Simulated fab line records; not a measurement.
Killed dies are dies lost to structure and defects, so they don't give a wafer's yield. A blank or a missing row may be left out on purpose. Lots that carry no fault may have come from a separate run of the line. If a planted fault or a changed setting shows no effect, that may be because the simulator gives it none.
What tool caused it? + flow nand_harc + 72 wafers from 24 lots sampled at 6 of the route's 1302 steps

== WHAT THE GAUGES READ, wafer by wafer ==
The record lacks any reading of a measuring or inspecting step that a usual standard deviation could be used to judge.

== WHICH TOOL RAN EACH LOT (tool, then ch and the chambers of the sampled wafers, then the start) ==
| lot  | NHARC_A_STAIRCASE_STRIP_316                   | NHARC_A_STAIRCASE_DEP_151       | NHARC_A_STAIRCASE_STRIP_446          | NHARC_A_STAIRCASE_ETCHBACK_157     | NHARC_A_STAIRCASE_STRIP_475                   | NHARC_A_STAIRCASE_CMP_472     |
|------|-----------------------------------------------|---------------------------------|--------------------------------------|------------------------------------|-----------------------------------------------|-------------------------------|
| L074 | rie_diel-04 ch 0,1,2, day 18 06:29 or earlier | pecvd-03 ch 0,1, day 18 06:29   | plasma_asher-01 ch 0,1, day 19 12:41 | rie_diel-04 ch 2,3, day 19 14:19   | rie_diel-04 ch 1,3, day 19 14:58 or earlier   | cmp-03 ch 0,3, day 19 14:58   |
| L076 | rie_diel-07 ch 1,2,3, day 18 12:07 or earlier | pecvd-03 ch 0,1,2, day 18 12:07 | plasma_asher-01 ch 0,1, day 19 17:00 | rie_diel-07 ch 1,2, day 19 18:41   | rie_diel-07 ch 1,2, day 19 18:59              | cmp-03 ch 0,2,3, day 19 19:24 |
| L075 | rie_diel-06 ch 1,2, day 18 06:35 or earlier   | pecvd-04 ch 0,1, day 18 06:35   | plasma_asher-02 ch 0,1, day 19 13:29 | rie_diel-07 ch 1,2, day 19 15:13   | rie_diel-07 ch 1,2, day 19 15:41              | cmp-04 ch 0,1,2, day 19 16:08 |
| L077 | rie_diel-06 ch 0,2,3, day 18 21:53 or earlier | pecvd-02 ch 0,1,2, day 18 21:53 | plasma_asher-02 ch 0,1, day 20 03:59 | rie_diel-06 ch 0,2,3, day 20 05:37 | rie_diel-06 ch 0,1,3, day 20 06:11 or earlier | cmp-04 ch 0,2,3, day 20 06:11 |
| L078 | rie_diel-07 ch 0,1, day 19 17:50 or earlier   | pecvd-04 ch 1,2, day 19 17:50   | plasma_asher-01 ch 0,1, day 21 04:52 | rie_diel-07 ch 0,1, day 21 06:34   | rie_diel-07 ch 0,3, day 21 07:13 or earlier   | cmp-03 ch 0,3, day 21 07:13   |
| L079 | rie_diel-04 ch 0,1, day 19 17:50 or earlier   | pecvd-03 ch 0,2, day 19 17:50   | plasma_asher-01 ch 0,1, day 21 05:46 | rie_diel-07 ch 0,2, day 21 07:34   | rie_diel-07 ch 1,3, day 21 08:06 or earlier   | cmp-01 ch 0,1,3, day 21 08:06 |
| L080 | rie_diel-04 ch 1,2,3, day 20 00:08 or earlier | pecvd-02 ch 1,2, day 20 00:08   | plasma_asher-01 ch 0,1, day 21 05:17 | rie_diel-07 ch 1,2,3, day 21 07:00 | rie_diel-07 ch 0,1,3, day 21 07:34 or earlier | cmp-04 ch 0,2,3, day 21 07:34 |
| L081 | rie_diel-04 ch 0,2,3, day 20 11:13 or earlier | pecvd-04 ch 0,1, day 20 11:13   | plasma_asher-01 ch 0,1, day 22 12:12 | rie_diel-04 ch 2,3, day 22 13:52   | rie_diel-04 ch 1,2, day 22 14:29 or earlier   | cmp-01 ch 0,1,3, day 22 14:29 |
| L082 | rie_diel-04 ch 0,1,3, day 21 04:49 or earlier | pecvd-02 ch 0,2, day 21 04:49   | plasma_asher-02 ch 0,1, day 22 22:19 | rie_diel-04 ch 0,1,2, day 23 00:04 | rie_diel-04 ch 2,3, day 23 01:02 or earlier   | cmp-03 ch 2,3, day 23 01:02   |
| L085 | rie_diel-07 ch 2,3, day 22 02:57 or earlier   | pecvd-03 ch 0,2, day 22 02:57   | plasma_asher-02 ch 0,1, day 23 07:11 | rie_diel-06 ch 0,2,3, day 23 08:56 | rie_diel-06 ch 0,1,2, day 23 09:35 or earlier | cmp-01 ch 1,2, day 23 09:35   |
| L084 | rie_diel-07 ch 0,1,3, day 22 02:51 or earlier | pecvd-04 ch 0,1,2, day 22 02:51 | plasma_asher-02 ch 0,1, day 23 09:02 | rie_diel-06 ch 0,1, day 23 10:47   | rie_diel-06 ch 0,2,3, day 23 11:21 or earlier | cmp-04 ch 0,1, day 23 11:21   |
| L083 | rie_diel-04 ch 0,1,2, day 22 05:40 or earlier | pecvd-02 ch 0,1,2, day 22 05:40 | plasma_asher-02 ch 0,1, day 23 11:05 | rie_diel-06 ch 1,2,3, day 23 12:46 | rie_diel-06 ch 0,1,2, day 23 13:19 or earlier | cmp-01 ch 0,1,3, day 23 13:19 |
| L086 | rie_diel-07 ch 1,2,3, day 22 05:46 or earlier | pecvd-04 ch 0,1,2, day 22 05:46 | plasma_asher-02 ch 0,1, day 23 06:16 | rie_diel-07 ch 0,2,3, day 23 07:57 | rie_diel-07 ch 1,2,3, day 23 08:28 or earlier | cmp-04 ch 1,2,3, day 23 08:28 |
| L087 | rie_diel-04 ch 0,1,2, day 23 12:03 or earlier | pecvd-04 ch 0,1,2, day 23 12:03 | plasma_asher-01 ch 0,1, day 24 16:19 | rie_diel-06 ch 1,2,3, day 24 18:02 | rie_diel-06 ch 1,2,3, day 24 18:35 or earlier | cmp-03 ch 0,1,2, day 24 18:35 |
| L089 | rie_diel-04 ch 0,2,3, day 23 12:03 or earlier | pecvd-03 ch 0,2, day 23 12:03   | plasma_asher-01 ch 0,1, day 24 16:41 | rie_diel-07 ch 0,1,2, day 24 18:17 | rie_diel-07 ch 0,1, day 24 18:31              | cmp-03 ch 0,1,2, day 24 18:56 |
| L088 | rie_diel-06 ch 0,3, day 24 02:53 or earlier   | pecvd-02 ch 0,1,2, day 24 02:53 | plasma_asher-02 ch 0,1, day 25 10:54 | rie_diel-04 ch 1,2,3, day 25 12:29 | rie_diel-04 ch 1,2,3, day 25 13:02 or earlier | cmp-03 ch 0,1, day 25 13:02   |
| L090 | rie_diel-07 ch 2,3, day 24 13:55 or earlier   | pecvd-03 ch 0,1, day 24 13:55   | plasma_asher-02 ch 1, day 26 01:09   | rie_diel-06 ch 0,2,3, day 26 02:50 | rie_diel-06 ch 1,3, day 26 03:24 or earlier   | cmp-03 ch 0,1,2, day 26 03:24 |
| L091 | rie_diel-04 ch 1,2,3, day 25 00:38 or earlier | pecvd-04 ch 1,2, day 25 00:38   | plasma_asher-01 ch 0,1, day 26 13:29 | rie_diel-06 ch 1,2, day 26 15:10   | rie_diel-06 ch 0,3, day 26 16:31 or earlier   | cmp-01 ch 0,1,3, day 26 16:31 |
| L092 | rie_diel-07 ch 1,2,3, day 25 00:33 or earlier | pecvd-02 ch 0,1, day 25 00:33   | plasma_asher-02 ch 0,1, day 26 13:13 | rie_diel-06 ch 1,2,3, day 26 14:55 | rie_diel-06 ch 1,2,3, day 26 15:30 or earlier | cmp-03 ch 0,1,3, day 26 15:30 |
| L093 | rie_diel-06 ch 0,1,2, day 25 19:03 or earlier | pecvd-04 ch 0,2, day 25 19:03   | plasma_asher-02 ch 0, day 26 23:20   | rie_diel-04 ch 1,2, day 27 01:02   | rie_diel-04 ch 0,2, day 27 01:35 or earlier   | cmp-04 ch 0,2,3, day 27 01:35 |
| L094 | rie_diel-06 ch 0,1,2, day 25 18:57 or earlier | pecvd-03 ch 0,1, day 25 18:57   | plasma_asher-01 ch 0,1, day 26 23:33 | rie_diel-04 ch 1,2,3, day 27 01:17 | rie_diel-04 ch 0,2,3, day 27 01:52 or earlier | cmp-03 ch 0,1,2, day 27 01:52 |
| L095 | rie_diel-04 ch 1,2,3, day 26 03:44 or earlier | pecvd-03 ch 0,2, day 26 03:44   | plasma_asher-02 ch 0,1, day 27 09:55 | rie_diel-04 ch 0,2,3, day 27 11:35 | rie_diel-04 ch 0,3, day 27 12:08 or earlier   | cmp-01 ch 1,3, day 27 12:08   |
| L096 | rie_diel-04 ch 1,2,3, day 26 19:11 or earlier | pecvd-02 ch 0,1, day 26 19:11   | plasma_asher-01 ch 0,1, day 28 05:55 | rie_diel-06 ch 2,3, day 28 08:10   | rie_diel-06 ch 0,2,3, day 28 09:11 or earlier | cmp-03 ch 0,1, day 28 09:11   |
| L097 | rie_diel-04 ch 1,2, day 27 03:58 or earlier   | pecvd-04 ch 1,2, day 27 03:58   | plasma_asher-01 ch 0,1, day 28 14:40 | rie_diel-07 ch 0,3, day 28 16:22   | rie_diel-07 ch 0,2, day 28 16:54 or earlier   | cmp-03 ch 2,3, day 28 16:54   |
- NHARC_A_STAIRCASE_STRIP_316: strips in O2.
- NHARC_A_STAIRCASE_DEP_151: deposits SiO2, target thk 7200 nm.
- NHARC_A_STAIRCASE_STRIP_446: strips in O2.
- NHARC_A_STAIRCASE_ETCHBACK_157: etches the open film in CH3F/O2, target depth 90 nm, time 167.14 s.
- NHARC_A_STAIRCASE_STRIP_475: strips in O2, time 20 s.
- NHARC_A_STAIRCASE_CMP_472: polishes SiO2.

== AS READ BY THE TOOLS THEMSELVES (means over the sampled wafers that have a number; for cases with no such wafer, the mark the record gives instead) ==
NHARC_A_STAIRCASE_STRIP_316. Usual: drypump_motor_current_A 5.7 A, standard deviation 0.56; oes_product_au 1.003 a.u., standard deviation 0.0064; rf_vpp_V 57.5 V, standard deviation 0.9; showerhead_plenum_p_Torr 3.45 Torr, standard deviation 0.16; throttle_valve_pct 17.036 %, standard deviation 0.0097.
| lot  | tool        | drypump_motor_current_A (A) | oes_product_au (a.u.) | rf_vpp_V (V) | showerhead_plenum_p_Torr (Torr) | throttle_valve_pct (%) | flag |
|------|-------------|-----------------------------|-----------------------|--------------|---------------------------------|------------------------|------|
| L074 | rie_diel-04 | 5.5                         | 1.010                 | 57.3         | 3.36                            | 17.031                 |      |
| L076 | rie_diel-07 | 5.8                         | 1.002                 | 57.4         | 3.43                            | 17.035                 |      |
| L075 | rie_diel-06 | 6.2                         | 1.013                 | 58.4         | 3.69                            | 17.027                 |      |
| L077 | rie_diel-06 | 6.0                         | 1.004                 | 57.8         | 3.47                            | 17.031                 |      |
| L078 | rie_diel-07 | 6.1                         | 1.004                 | 57.2         | 3.41                            | 17.043                 |      |
| L079 | rie_diel-04 | 5.1                         | 0.997                 | 57.5         | 3.37                            | 17.042                 |      |
| L080 | rie_diel-04 | 5.4                         | 1.003                 | 58.1         | 3.41                            | 17.034                 |      |
| L081 | rie_diel-04 | 5.6                         | 1.005                 | 56.2         | 3.37                            | 17.034                 |      |
| L082 | rie_diel-04 | 5.2                         | 1.006                 | 57.0         | 3.38                            | 17.038                 |      |
| L085 | rie_diel-07 | 6.1                         | 1.000                 | 58.1         | 3.65                            | 17.037                 |      |
| L084 | rie_diel-07 | 5.9                         | 1.004                 | 58.8         | 3.42                            | 17.047                 |      |
| L083 | rie_diel-04 | 5.4                         | 0.999                 | 56.9         | 3.34                            | 17.035                 |      |
| L086 | rie_diel-07 | 5.8                         | 0.997                 | 57.9         | 3.59                            | 17.035                 |      |
| L087 | rie_diel-04 | 5.5                         | 1.002                 | 57.6         | 3.33                            | 17.032                 |      |
| L089 | rie_diel-04 | 5.6                         | 1.004                 | 57.0         | 3.36                            | 17.021                 |      |
| L088 | rie_diel-06 | 6.1                         | 1.007                 | 57.0         | 3.39                            | 17.041                 |      |
| L090 | rie_diel-07 | 6.1                         | 1.004                 | 58.0         | 3.64                            | 17.038                 |      |
| L091 | rie_diel-04 | 5.4                         | 0.998                 | 57.8         | 3.39                            | 17.036                 |      |
| L092 | rie_diel-07 | 5.8                         | 1.000                 | 57.2         | 3.57                            | 17.032                 |      |
| L093 | rie_diel-06 | 5.7                         | 1.014                 | 57.5         | 3.56                            | 17.051                 |      |
| L094 | rie_diel-06 | 5.7                         | 1.003                 | 57.9         | 3.56                            | 17.040                 |      |
| L095 | rie_diel-04 | 5.4                         | 0.995                 | 57.6         | 3.38                            | 17.032                 |      |
| L096 | rie_diel-04 | 5.4                         | 0.996                 | 56.8         | 3.38                            | 17.037                 |      |
| L097 | rie_diel-04 | 5.7                         | 1.001                 | 57.4         | 3.34                            | 17.031                 |      |

NHARC_A_STAIRCASE_DEP_151. Usual: heater_power_w at 646 W, with a standard deviation of 80.
| lot  | tool     | heater_power_w (W) | flag |
|------|----------|--------------------|------|
| L074 | pecvd-03 | 589                |      |
| L076 | pecvd-03 | 687                |      |
| L075 | pecvd-04 | 677                |      |
| L077 | pecvd-02 | 592                |      |
| L078 | pecvd-04 | 641                |      |
| L079 | pecvd-03 | 658                |      |
| L080 | pecvd-02 | 656                |      |
| L081 | pecvd-04 | 687                |      |
| L082 | pecvd-02 | 565                |      |
| L085 | pecvd-03 | 663                |      |
| L084 | pecvd-04 | 685                |      |
| L083 | pecvd-02 | 631                |      |
| L086 | pecvd-04 | 640                |      |
| L087 | pecvd-04 | 714                |      |
| L089 | pecvd-03 | 646                |      |
| L088 | pecvd-02 | 587                |      |
| L090 | pecvd-03 | 657                |      |
| L091 | pecvd-04 | 579                |      |
| L092 | pecvd-02 | 641                |      |
| L093 | pecvd-04 | 728                |      |
| L094 | pecvd-03 | 587                |      |
| L095 | pecvd-03 | 643                |      |
| L096 | pecvd-02 | 596                |      |
| L097 | pecvd-04 | 607                |      |

NHARC_A_STAIRCASE_STRIP_446. Usual: drypump_motor_current_A 5.4 A, standard deviation 0.38; heater_power_w 316 W, standard deviation 21; temp_c 250.01 C, standard deviation 0.18.
| lot  | tool            | drypump_motor_current_A (A) | heater_power_w (W) | temp_c (C) | flag |
|------|-----------------|-----------------------------|--------------------|------------|------|
| L074 | plasma_asher-01 | 5.1                         | 294                | 250.10     |      |
| L076 | plasma_asher-01 | 5.1                         | 301                | 249.80     |      |
| L075 | plasma_asher-02 | 5.5                         | 342                | 250.05     |      |
| L077 | plasma_asher-02 | 5.5                         | 351                | 249.78     |      |
| L078 | plasma_asher-01 | 5.5                         | 304                | 250.07     |      |
| L079 | plasma_asher-01 | 5.5                         | 303                | 250.00     |      |
| L080 | plasma_asher-01 | 5.5                         | 300                | 250.09     |      |
| L081 | plasma_asher-01 | 5.5                         | 301                | 249.92     |      |
| L082 | plasma_asher-02 | 5.6                         | 328                | 249.97     |      |
| L085 | plasma_asher-02 | 5.5                         | 340                | 249.95     |      |
| L084 | plasma_asher-02 | 5.5                         | 338                | 250.00     |      |
| L083 | plasma_asher-02 | 5.5                         | 333                | 250.14     |      |
| L086 | plasma_asher-02 | 5.5                         | 335                | 250.01     |      |
| L087 | plasma_asher-01 | 5.5                         | 298                | 250.05     |      |
| L089 | plasma_asher-01 | 5.1                         | 294                | 249.98     |      |
| L088 | plasma_asher-02 | 5.6                         | 327                | 250.16     |      |
| L090 | plasma_asher-02 | 5.5                         | 345                | 250.19     |      |
| L091 | plasma_asher-01 | 5.5                         | 297                | 250.17     |      |
| L092 | plasma_asher-02 | 5.6                         | 326                | 250.05     |      |
| L093 | plasma_asher-02 | 5.6                         | 321                | 249.95     |      |
| L094 | plasma_asher-01 | 5.1                         | 293                | 249.92     |      |
| L095 | plasma_asher-02 | 5.5                         | 332                | 250.01     |      |
| L096 | plasma_asher-01 | 5.1                         | 292                | 250.02     |      |
| L097 | plasma_asher-01 | 5.5                         | 303                | 249.96     |      |

NHARC_A_STAIRCASE_ETCHBACK_157. Usual: ch3f_flow_sccm 50.01 sccm, standard deviation 0.15; drypump_motor_current_A 5.8 A, standard deviation 0.59; oes_product_au 0.98 a.u., standard deviation 0.033; rf_vpp_V 244.0 V, standard deviation 1.8; showerhead_plenum_p_Torr 2.43 Torr, standard deviation 0.13; throttle_valve_pct 20.663 %, standard deviation 0.0092.
| lot  | tool        | ch3f_flow_sccm (sccm) | drypump_motor_current_A (A) | oes_product_au (a.u.) | rf_vpp_V (V) | showerhead_plenum_p_Torr (Torr) | throttle_valve_pct (%) | flag |
|------|-------------|-----------------------|-----------------------------|-----------------------|--------------|---------------------------------|------------------------|------|
| L074 | rie_diel-04 | 50.09                 | 5.6                         | 1.00                  | 243.1        | 2.38                            | 20.662                 |      |
| L076 | rie_diel-07 | 49.96                 | 5.6                         | 0.92                  | 243.7        | 2.44                            | 20.672                 |      |
| L075 | rie_diel-07 | 49.80                 | 5.7                         | 1.00                  | 244.0        | 2.44                            | 20.662                 |      |
| L077 | rie_diel-06 | 49.83                 | 5.9                         | 0.99                  | 244.7        | 2.41                            | 20.665                 |      |
| L078 | rie_diel-07 | 49.96                 | 5.7                         | 1.00                  | 244.9        | 2.44                            | 20.657                 |      |
| L079 | rie_diel-07 | 50.04                 | 6.3                         | 1.00                  | 245.1        | 2.54                            | 20.660                 |      |
| L080 | rie_diel-07 | 50.00                 | 5.8                         | 1.01                  | 245.0        | 2.50                            | 20.667                 |      |
| L081 | rie_diel-04 | 50.08                 | 5.8                         | 0.95                  | 242.7        | 2.35                            | 20.666                 |      |
| L082 | rie_diel-04 | 50.00                 | 5.4                         | 0.93                  | 243.0        | 2.32                            | 20.666                 |      |
| L085 | rie_diel-06 | 49.94                 | 5.9                         | 1.00                  | 244.0        | 2.40                            | 20.670                 |      |
| L084 | rie_diel-06 | 50.02                 | 5.2                         | 0.93                  | 243.4        | 2.42                            | 20.651                 |      |
| L083 | rie_diel-06 | 50.01                 | 6.3                         | 1.01                  | 244.5        | 2.51                            | 20.665                 |      |
| L086 | rie_diel-07 | 50.14                 | 6.2                         | 0.97                  | 243.8        | 2.42                            | 20.651                 |      |
| L087 | rie_diel-06 | 50.01                 | 6.3                         | 0.93                  | 245.3        | 2.51                            | 20.672                 |      |
| L089 | rie_diel-07 | 50.09                 | 6.0                         | 0.96                  | 244.2        | 2.47                            | 20.669                 |      |
| L088 | rie_diel-04 | 49.95                 | 5.4                         | 1.00                  | 243.0        | 2.35                            | 20.668                 |      |
| L090 | rie_diel-06 | 50.14                 | 5.9                         | 0.99                  | 243.7        | 2.40                            | 20.661                 |      |
| L091 | rie_diel-06 | 49.98                 | 6.2                         | 0.93                  | 244.4        | 2.54                            | 20.664                 |      |
| L092 | rie_diel-06 | 50.07                 | 6.3                         | 1.00                  | 245.3        | 2.50                            | 20.655                 |      |
| L093 | rie_diel-04 | 50.11                 | 5.6                         | 0.99                  | 242.5        | 2.32                            | 20.654                 |      |
| L094 | rie_diel-04 | 50.07                 | 5.4                         | 0.92                  | 244.2        | 2.35                            | 20.672                 |      |
| L095 | rie_diel-04 | 50.02                 | 5.6                         | 1.00                  | 245.0        | 2.45                            | 20.661                 |      |
| L096 | rie_diel-06 | 49.90                 | 6.4                         | 1.01                  | 244.3        | 2.45                            | 20.657                 |      |
| L097 | rie_diel-07 | 50.00                 | 6.0                         | 1.01                  | 243.2        | 2.43                            | 20.665                 |      |

NHARC_A_STAIRCASE_STRIP_475. Usual: drypump_motor_current_A 5.8 A, standard deviation 0.61; oes_product_au 1.003 a.u., standard deviation 0.0074; rf_vpp_V 57.5 V, standard deviation 0.83; showerhead_plenum_p_Torr 3.48 Torr, standard deviation 0.18; throttle_valve_pct 17.036 %, standard deviation 0.0092.
| lot  | tool        | drypump_motor_current_A (A) | oes_product_au (a.u.) | rf_vpp_V (V) | showerhead_plenum_p_Torr (Torr) | throttle_valve_pct (%) | flag |
|------|-------------|-----------------------------|-----------------------|--------------|---------------------------------|------------------------|------|
| L074 | rie_diel-04 | 5.1                         | 0.997                 | 58.2         | 3.42                            | 17.043                 |      |
| L076 | rie_diel-07 | 5.9                         | 1.002                 | 57.6         | 3.39                            | 17.033                 |      |
| L075 | rie_diel-07 | 5.7                         | 0.994                 | 57.1         | 3.50                            | 17.037                 |      |
| L077 | rie_diel-06 | 5.8                         | 1.002                 | 57.7         | 3.52                            | 17.031                 |      |
| L078 | rie_diel-07 | 6.1                         | 0.995                 | 57.4         | 3.34                            | 17.040                 |      |
| L079 | rie_diel-07 | 5.7                         | 0.996                 | 57.9         | 3.44                            | 17.037                 |      |
| L080 | rie_diel-07 | 5.9                         | 1.003                 | 57.7         | 3.42                            | 17.041                 |      |
| L081 | rie_diel-04 | 5.3                         | 1.007                 | 56.7         | 3.37                            | 17.045                 |      |
| L082 | rie_diel-04 | 5.7                         | 1.002                 | 57.5         | 3.41                            | 17.039                 |      |
| L085 | rie_diel-06 | 5.7                         | 1.011                 | 57.3         | 3.57                            | 17.037                 |      |
| L084 | rie_diel-06 | 6.0                         | 1.010                 | 57.8         | 3.45                            | 17.036                 |      |
| L083 | rie_diel-06 | 5.7                         | 1.007                 | 57.0         | 3.57                            | 17.037                 |      |
| L086 | rie_diel-07 | 5.8                         | 1.001                 | 57.9         | 3.58                            | 17.029                 |      |
| L087 | rie_diel-06 | 6.3                         | 1.004                 | 56.8         | 3.59                            | 17.043                 |      |
| L089 | rie_diel-07 | 5.8                         | 1.001                 | 57.4         | 3.49                            | 17.029                 |      |
| L088 | rie_diel-04 | 5.4                         | 1.004                 | 57.4         | 3.38                            | 17.033                 |      |
| L090 | rie_diel-06 | 6.2                         | 1.005                 | 57.6         | 3.64                            | 17.038                 |      |
| L091 | rie_diel-06 | 6.1                         | 1.002                 | 58.1         | 3.38                            | 17.034                 |      |
| L092 | rie_diel-06 | 6.3                         | 1.007                 | 57.8         | 3.59                            | 17.044                 |      |
| L093 | rie_diel-04 | 5.8                         | 1.003                 | 57.2         | 3.48                            | 17.033                 |      |
| L094 | rie_diel-04 | 5.6                         | 0.999                 | 57.1         | 3.51                            | 17.029                 |      |
| L095 | rie_diel-04 | 5.4                         | 0.995                 | 58.2         | 3.54                            | 17.037                 |      |
| L096 | rie_diel-06 | 6.0                         | 1.008                 | 57.1         | 3.43                            | 17.033                 |      |
| L097 | rie_diel-07 | 6.3                         | 1.010                 | 57.5         | 3.78                            | 17.033                 |      |

NHARC_A_STAIRCASE_CMP_472. Usual: motor_current_A 12.0 A, standard deviation 0.95; retaining_ring_pressure_frac 1.000, standard deviation 0.0046.
| lot  | tool   | motor_current_A (A) | retaining_ring_pressure_frac | flag |
|------|--------|---------------------|------------------------------|------|
| L074 | cmp-03 | 13.4                | 1.000                        |      |
| L076 | cmp-03 | 12.3                | 1.003                        |      |
| L075 | cmp-04 | 12.1                | 0.997                        |      |
| L077 | cmp-04 | 11.4                | 1.001                        |      |
| L078 | cmp-03 | 13.0                | 1.004                        |      |
| L079 | cmp-01 | 12.1                | 0.998                        |      |
| L080 | cmp-04 | 11.5                | 0.998                        |      |
| L081 | cmp-01 | 11.9                | 0.999                        |      |
| L082 | cmp-03 | 12.1                | 1.000                        |      |
| L085 | cmp-01 | 12.2                | 0.999                        |      |
| L084 | cmp-04 | 11.5                | 1.001                        |      |
| L083 | cmp-01 | 12.0                | 0.999                        |      |
| L086 | cmp-04 | 12.2                | 0.995                        |      |
| L087 | cmp-03 | 11.6                | 0.997                        |      |
| L089 | cmp-03 | 11.6                | 1.000                        |      |
| L088 | cmp-03 | 11.3                | 1.000                        |      |
| L090 | cmp-03 | 11.9                | 0.993                        |      |
| L091 | cmp-01 | 12.1                | 0.997                        |      |
| L092 | cmp-03 | 12.2                | 0.998                        |      |
| L093 | cmp-04 | 11.7                | 1.002                        |      |
| L094 | cmp-03 | 11.5                | 1.004                        |      |
| L095 | cmp-01 | 11.8                | 1.005                        |      |
| L096 | cmp-03 | 12.2                | 1.007                        |      |
| L097 | cmp-03 | 12.3                | 1.007                        |      |

== THE ANSWER, worked out from the rows above alone ==
Rule: a lot counts as off when the mean over its wafers that have a number is more than 3 standard deviations away from the usual mean. A lot without any number at a reading at which 4 lots or more have one is off too. All remaining lots with rows at the step are treated as sound. Order of review: gauges by route order, followed by the tools' own readings, for which a lot's mean as printed above is used. The first step at which some lot is off is used, and at that step the reading that is off furthest; a lot without a number counts as furthest.
None of the lots is off at any reading shown; this tells nothing.

== WHAT THE SIMULATOR HAD PUT IN ==
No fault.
